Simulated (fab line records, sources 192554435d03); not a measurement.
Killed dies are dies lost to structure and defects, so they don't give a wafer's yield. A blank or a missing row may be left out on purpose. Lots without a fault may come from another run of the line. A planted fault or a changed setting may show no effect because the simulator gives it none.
Split-lot experiment | flow n5_finfet | 7 lots, 39 wafers read, on a route of 1938 steps

THE SPLIT
At N5_FIN_SAQP_HM_DEP_03 (deposits SiNx from SiH4/NH3/N2, target thk 38 nm, time 33.6 s), the setting target_thk_a was moved away from the recipe's 380 angstrom on 15 of the 39 wafers read, by -57.9% to +57.2%. The other wafers ran this setting at the recipe's value.

FROM THE SPLIT TO THE READING: what the file shows between them, 8 steps
- N5_FIN_SAQP_THK_MEAS_05
- N5_FIN_SAQP_PECVD_47: deposits a-Si from SiH4/He, target thk 45 nm, time 36.3 s
- N5_FIN_SAQP_PECVD_48: deposits SiNx from SiH4/NH3/N2, target thk 25 nm, time 22.1 s
- N5_FIN_SAQP_MANDREL2_REMOVE_60: chemistry HBr/Cl2/O2, target a-Si, stops on SiNx, bt time 10 s
- N5_FIN_SAQP_HM_OPEN_33: chemistry CH3F/O2, target SiNx, target depth 49.4 nm, time 70.6 s
- N5_FIN_SAQP_ETCH_34: etches SiO2 in C4F6/O2, target depth 45 nm, time 15 s
- N5_FIN_SAQP_STRIP_77: strips in N2/H2, time 90 s
- N5_FIN_SAQP_ETCH_64: etches SiO2 in CF4, target depth 1.5 nm

THE READING
SiNx_of_FIN_SAQP_HM_DEP_03.thk_nm (the simulator's own value, which no gauge read), in nm, at N5_FIN_SAQP_FIN_ETCH_36 (etches the open film in HBr/Cl2/O2, target depth 120 nm, time 50.4 s). The file gives no usual value for it. The 24 wafers here that ran the recipe average 20.9 nm, standard deviation 0.55 nm.

wafer  | tool, chamber at the split | target_thk_a as run, angstrom | against the recipe | SiNx_of_FIN_SAQP_HM_DEP_03.thk_nm, nm | against lot-mates on the recipe
L078.1 | pecvd-01, 0                | 380                           | recipe             | 20.4                                  | -
L078.2 | pecvd-01, 1                | 380                           | recipe             | 20.8                                  | -
L078.3 | pecvd-01, 2                | 178                           | -53.2%             | 0.8                                   | -20.1
L078.4 | pecvd-01, 1                | 178                           | -53.2%             | 1.4                                   | -19.5
L078.5 | pecvd-01, 0                | 380                           | recipe             | 21.4                                  | -
L078.6 | pecvd-01, 2                | 178                           | -53.2%             | 1.2                                   | -19.7
L081.1 | pecvd-01, 2                | 380                           | recipe             | 21                                    | -
L081.5 | pecvd-01, 1                | 380                           | recipe             | 21                                    | -
L081.2 | pecvd-01, 1                | 380                           | recipe             | 20                                    | -
L081.3 | pecvd-01, 0                | 380                           | recipe             | 20.4                                  | -
L081.4 | pecvd-01, 0                | 380                           | recipe             | 21.8                                  | -
L081.6 | pecvd-01, 2                | 380                           | recipe             | 21.4                                  | -
L086.1 | pecvd-04, 1                | 380                           | recipe             | 19.8                                  | -
L086.2 | pecvd-04, 0                | 228                           | -40.0%             | 5.6                                   | -15.2
L086.3 | pecvd-04, 2                | 380                           | recipe             | 21                                    | -
L086.4 | pecvd-04, 0                | 228                           | -40.0%             | 5.2                                   | -15.6
L086.5 | pecvd-04, 2                | 380                           | recipe             | 21.6                                  | -
L086.6 | pecvd-04, 1                | 228                           | -40.0%             | 6.2                                   | -14.6
L089.2 | pecvd-03, 0                | 380                           | recipe             | 20.6                                  | -
L089.3 | pecvd-03, 1                | 380                           | recipe             | 20.4                                  | -
L089.6 | pecvd-03, 2                | 380                           | recipe             | 21.4                                  | -
L090.1 | pecvd-03, 1                | 597.4                         | +57.2%             | 42.8                                  | +21.5
L090.2 | pecvd-03, 2                | 380                           | recipe             | 21                                    | -
L090.3 | pecvd-03, 0                | 380                           | recipe             | 21.4                                  | -
L090.4 | pecvd-03, 2                | 380                           | recipe             | 21.6                                  | -
L090.5 | pecvd-03, 1                | 597.4                         | +57.2%             | 43.4                                  | +22.1
L090.6 | pecvd-03, 0                | 597.4                         | +57.2%             | 44.2                                  | +22.9
L092.1 | pecvd-01, 0                | 380                           | recipe             | 21                                    | -
L092.2 | pecvd-01, 1                | 516                           | +35.8%             | 34.6                                  | +13.3
L092.3 | pecvd-01, 2                | 380                           | recipe             | 21.2                                  | -
L092.4 | pecvd-01, 2                | 516                           | +35.8%             | 35                                    | +13.7
L092.5 | pecvd-01, 0                | 380                           | recipe             | 21.8                                  | -
L092.6 | pecvd-01, 1                | 516                           | +35.8%             | 34.8                                  | +13.5
L097.1 | pecvd-04, 2                | 159.8                         | -57.9%             | 0                                     | -20.5
L097.4 | pecvd-04, 0                | 159.8                         | -57.9%             | 0                                     | -20.5
L097.5 | pecvd-04, 1                | 159.8                         | -57.9%             | 0                                     | -20.5
L097.2 | pecvd-04, 1,2              | 380                           | recipe             | 20.6                                  | -
L097.3 | pecvd-04, 0                | 380                           | recipe             | 20.2                                  | -
L097.6 | pecvd-04, 1,2              | 380                           | recipe             | 20.8                                  | -
Where a row lists several chambers, the file gives one row for several wafers and doesn't say which wafer went through which chamber.

THE FIT
A straight line over all 39 wafers: SiNx_of_FIN_SAQP_HM_DEP_03.thk_nm changes by +0.379 nm for each +1% of target_thk_a; r = +1.00; the points scatter about the line by 0.6 nm.
The same after taking each lot's own level away (the mean of its wafers on the recipe; 39 wafers): +0.373 nm for each +1%; r = +1.00; scatter 0.57 nm.
On that fit, the largest move of target_thk_a shifts the reading by 22 nm.
The lots' own levels span 20.53 to 21.33 nm, that is 1.5 times the standard deviation above.
So the lot-to-lot level changes the slope little: the two slopes agree.
Check: with one of the wafers moved furthest among these (-57.9%) left out of the fit, the line predicts -21.6 nm for it against its lot-mates. It came out at -20.5 nm against them.

THE WHOLE CHAIN: every reading that the file lists as answering this split, in the file's order
step                    | what it does                                                         | reading                                                                            | change (the file's fit)               | r (the file's)
N5_FIN_SAQP_HM_DEP_03   | deposits SiNx from SiH4/NH3/N2, target thk 38 nm, time 33.6 s        | SiNx_of_FIN_SAQP_HM_DEP_03.thk_nm (the simulator's own value, which no gauge read) | +0.379 nm for each +1% of the setting | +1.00
N5_FIN_SAQP_THK_MEAS_05 |                                                                      | thk_nm                                                                             | withheld for each +1% of the setting  | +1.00
N5_FIN_SAQP_HM_OPEN_33  | chemistry CH3F/O2, target SiNx, target depth 49.4 nm, time 70.6 s    | etch_rf_on_time_s                                                                  | withheld for each +1% of the setting  | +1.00
N5_FIN_SAQP_HM_OPEN_33  | chemistry CH3F/O2, target SiNx, target depth 49.4 nm, time 70.6 s    | etch.depth_nm (the simulator's own value, which no gauge read)                     | +0.378 nm for each +1% of the setting | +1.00
N5_FIN_SAQP_FIN_ETCH_36 | etches the open film in HBr/Cl2/O2, target depth 120 nm, time 50.4 s | SiNx_of_FIN_SAQP_HM_DEP_03.thk_nm (the simulator's own value, which no gauge read) | +0.372 nm for each +1% of the setting | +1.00

THE FILE'S OWN FIT
SiNx_of_FIN_SAQP_HM_DEP_03.thk_nm changes by +0.372 nm for each +1% of target_thk_a, r = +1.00.
